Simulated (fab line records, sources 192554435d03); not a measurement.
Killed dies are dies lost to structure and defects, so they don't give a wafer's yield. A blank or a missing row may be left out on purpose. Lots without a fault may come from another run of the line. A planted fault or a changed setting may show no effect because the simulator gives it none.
Split-lot experiment | flow n5_finfet | 7 lots, 21 wafers read, on a route of 1938 steps

THE SPLIT
At N5_BEOL_M0_SAQP_MANDREL_ETCH_20 (etches a-Si in HBr/Cl2, stops on SiNx, target depth 60 nm, bt time 10 s, time 30 s), the setting icp_w was moved away from the recipe's 800 W on 12 of the 21 wafers read, by -17.4% to +10.8%. The other wafers ran this setting at the recipe's value.

The reading is taken at the split's own step.

THE READING
SOC_of_BEOL_M0_SAQP_COAT_81.thk_nm (the simulator's own value, which no gauge read), in nm, at N5_BEOL_M0_SAQP_MANDREL_ETCH_20 (etches a-Si in HBr/Cl2, stops on SiNx, target depth 60 nm, bt time 10 s, time 30 s). The file gives no usual value for it. The 9 wafers here that ran the recipe average 76.1 nm, standard deviation 0.45 nm.

wafer  | tool, chamber at the split | icp_w as run, W | against the recipe | SOC_of_BEOL_M0_SAQP_COAT_81.thk_nm, nm | against lot-mates on the recipe
L077.4 | rie_si-04, 1               | 800             | recipe             | 76.2                                   | -
L077.5 | rie_si-04, 1               | 800             | recipe             | 76.2                                   | -
L077.6 | rie_si-04, 2               | 800             | recipe             | 75.8                                   | -
L084.1 | rie_si-04, 0,3             | 886.4           | +10.8%             | 75.2                                   | -0.4
L084.6 | rie_si-04, 0,3             | 886.4           | +10.8%             | 75.2                                   | -0.4
L084.5 | rie_si-04, 2               | 800             | recipe             | 75.6                                   | -
L085.1 | rie_si-01, 0               | 751.7           | -6.0%              | 76.6                                   | +0.4
L085.6 | rie_si-01, 0               | 751.7           | -6.0%              | 76.6                                   | +0.4
L085.3 | rie_si-01, 3               | 800             | recipe             | 76.2                                   | -
L087.1 | rie_si-04, 1,0             | 853.9           | +6.7%              | 75.4                                   | -0.2
L087.3 | rie_si-04, 1,0             | 853.9           | +6.7%              | 75.4                                   | -0.2
L087.5 | rie_si-04, 3               | 800             | recipe             | 75.6                                   | -
L090.1 | rie_si-01, 0               | 676.9           | -15.4%             | 77.8                                   | +2.2
L090.2 | rie_si-01, 3               | 676.9           | -15.4%             | 78.2                                   | +2.6
L090.3 | rie_si-01, 1               | 800             | recipe             | 75.6                                   | -
L091.1 | rie_si-04, 2               | 661.1           | -17.4%             | 78.6                                   | +1.8
L091.2 | rie_si-04, 0               | 800             | recipe             | 76.8                                   | -
L091.4 | rie_si-04, 1               | 661.1           | -17.4%             | 78.8                                   | +2.0
L093.2 | rie_si-01, 3               | 700.2           | -12.5%             | 77.6                                   | +0.8
L093.3 | rie_si-01, 1               | 700.2           | -12.5%             | 77                                     | +0.2
L093.4 | rie_si-01, 2               | 800             | recipe             | 76.8                                   | -
Where a row lists several chambers, the file gives one row for several wafers and doesn't say which wafer went through which chamber.

THE FIT
A straight line over all 21 wafers: SOC_of_BEOL_M0_SAQP_COAT_81.thk_nm changes by -0.118 nm for each +1% of icp_w; r = -0.93; the points scatter about the line by 0.41 nm.
The same after taking each lot's own level away (the mean of its wafers on the recipe; 21 wafers): -0.0886 nm for each +1%; r = -0.87; scatter 0.46 nm.
On that fit, the largest move of icp_w shifts the reading by 1.5 nm.
The lots' own levels span 75.60 to 76.80 nm, that is 2.6 times the standard deviation above.
So the lot-to-lot level changes the slope: the two fits differ.
Check: with one of the wafers moved furthest among these (-17.4%) left out of the fit, the line predicts +1.67 nm for it against its lot-mates. It came out at +1.8 nm against them.

OTHER SPLITS ON THESE WAFERS
These wafers also went through other splits before the reading. Each is held against what the fit with the lots' levels taken away leaves over:
other split on the same wafers          | wafers away from the commonest value | r with SOC_of_BEOL_M0_SAQP_COAT_81.thk_nm (lot level and that fit taken away)
N5_SDB_COAT_05 spin_rpm                 | 6                                    | -0.09
N5_HKMG_FIN_COAT_29 spin_rpm            | 8                                    | +0.35
N5_GATE_CUT_COAT_27 spin_rpm            | 11                                   | -0.07
N5_MOL_CONTACT_COAG_SPUTTER_130 power_w | 10                                   | -0.34
N5_MOL_CONTACT_COAG_COAT_64 spin_rpm    | 7                                    | -0.17
N5_BEOL_M0_SAQP_EXPOSE_11 dose_mj       | 5                                    | +0.25

THE FILE'S OWN FIT
SOC_of_BEOL_M0_SAQP_COAT_81.thk_nm changes by -0.0944 nm for each +1% of icp_w, r = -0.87.
